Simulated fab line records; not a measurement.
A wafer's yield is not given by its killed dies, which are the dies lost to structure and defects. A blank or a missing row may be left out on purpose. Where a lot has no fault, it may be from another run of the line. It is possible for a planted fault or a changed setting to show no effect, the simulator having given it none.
Struck lot and sound lot, side by side + flow n5 finfet + 21 steps out of a route of 1938
Sound: wafers L508.1, L508.3, L508.4. The struck wafers were L513.1, L513.3, L513.6. The cause is named last.
Per side, at each step with rows, come the tool, then ch with its chambers, and then its first start. Under that, the readings that differ: sound wafers + struck wafers + difference of the means + sigmas: that difference in standard deviations of wafers without a fault.
alike: same words and numbers on both sides, and readings whose means sit less than 2 such deviations apart. not compared: any withheld reading, any reading some wafer has no value for, any bound like >300 that may hide the same value, and any number with overlapping values for which the record gives no deviation.
The two part at a step that has a row with sigmas, a row that says differs or no value, or rows on one side only. When numbers do not overlap yet have no deviation, they are printed without sigmas and do not part them. A reading that every wafer of one side lacks parts them only if that side has two wafers or more.

first, 9 steps without rows for these wafers: N5_BEOL_M3_CO_CAP_55 (material Co, precursor CCTBA/H2, target thk 2 nm, time 102.1 s); N5_BEOL_M3_PRE_CLEAN_56 (time 15 s); N5_BEOL_M3_DEP_57 (deposits SiCN from 3MS/NH3, target thk 8 nm, time 14 s); N5_BEOL_M4_ILD_DEP_00 (deposits SiOC from DEMS/O2, target thk 79 nm, time 15.3 s); N5_BEOL_M4_PECVD_72 (deposits SiO2 from TEOS/O2, target thk 16 nm, time 18 s); N5_BEOL_M4_HM_DEP_02 (deposits TiN, target thk 20 nm); N5_BEOL_M4_COAT_61 (time 60 s, resist thk 60 nm); N5_BEOL_M4_COAT_62 (time 60 s, resist thk 12 nm); N5_BEOL_M4_COAT_73 (time 60 s, resist thk 5 nm).
N5_BEOL_M4_COAT_05: resist thk 30 nm.
  sound on litho track-03 ch 0, day 8 12:14; struck on litho track-03 ch 0, day 9 05:56
| reading                                      | sound                | struck               | difference | sigmas |
|----------------------------------------------|----------------------|----------------------|------------|--------|
| spin speed rpm (rpm)                         | 1499.9 1500.0 1500.0 | 1443.3 1445.3 1443.2 | -56.0      | -58    |
| model.CAR-EUV_of_BEOL_M4_COAT_05.thk nm (nm) | 29.8 29.8 30         | 30.6 30.6 30.6       | +0.7       |        |
then, 7 steps without rows for these wafers: N5_BEOL_M4_EBR_07; N5_BEOL_M4_SOFTBAKE_06 (time 60 s); N5_BEOL_M4_EXPOSE_08 (exposes mask M4); N5_BEOL_M4_PEB_09 (peb time 60 s); N5_BEOL_M4_DEVELOP_10 (develop time 30 s); N5_BEOL_M4_DESCUM_16 (chemistry O2, time 7 s); N5_BEOL_M4_ETCH_74 (etches underlayer in N2/H2, target depth 6.5 nm, time 5.2 s).
N5_BEOL_M4_ETCH_63: etches SiARC in CF4, target depth 15.6 nm, time 26 s.
  sound on rie diel-03 ch 0,1,3, day 8 12:48; struck on rie diel-03 ch 0,2, day 9 06:23
| reading                                      | sound        | struck         | difference | sigmas |
|----------------------------------------------|--------------|----------------|------------|--------|
| model.CAR-EUV_of_BEOL_M4_COAT_05.thk nm (nm) | 10.8 10.8 11 | 11.8 11.8 11.6 | +0.9       |        |
  alike: drypump motor current A, etch rf on time s, oes product au, rf vpp V, showerhead plenum p Torr, throttle valve pct
  not compared: rf hours counter h
then, 1 step without rows for these wafers: N5_BEOL_M4_ETCH_64 (etches SOC in N2/H2, target depth 75 nm, overetch 22.5 nm, time 121.9 s).
N5_BEOL_M4_RC_MEAS_101:
  sound on prober-01 ch 0, day 8 23:37; struck on prober-01 ch 0, day 9 13:59
  alike: DIBL_N, DIBL_P, IOFF_N, IOFF_P, ION_N, ION_P, SS_N, SS_P, VT_N, VT_P
-- here the record skips 5 days between the struck wafers' starts before and after, leaving off in module BEOL_M4 and picking up in module PASSIVATION (first step shown: number 1936 of the route) --
N5_PASSIVATION_PROBE_49:
  record: rows for the struck wafers here (prober-02, day 14 02:34), none for the sound ones

## WHERE THEY PART
Last at N5_PASSIVATION_PROBE_49 as far as this record goes, first at N5_BEOL_M4_COAT_05.

WHY: the cause the simulator had injected
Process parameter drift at N5_BEOL_M4_COAT_05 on litho track-03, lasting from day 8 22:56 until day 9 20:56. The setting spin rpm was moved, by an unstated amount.
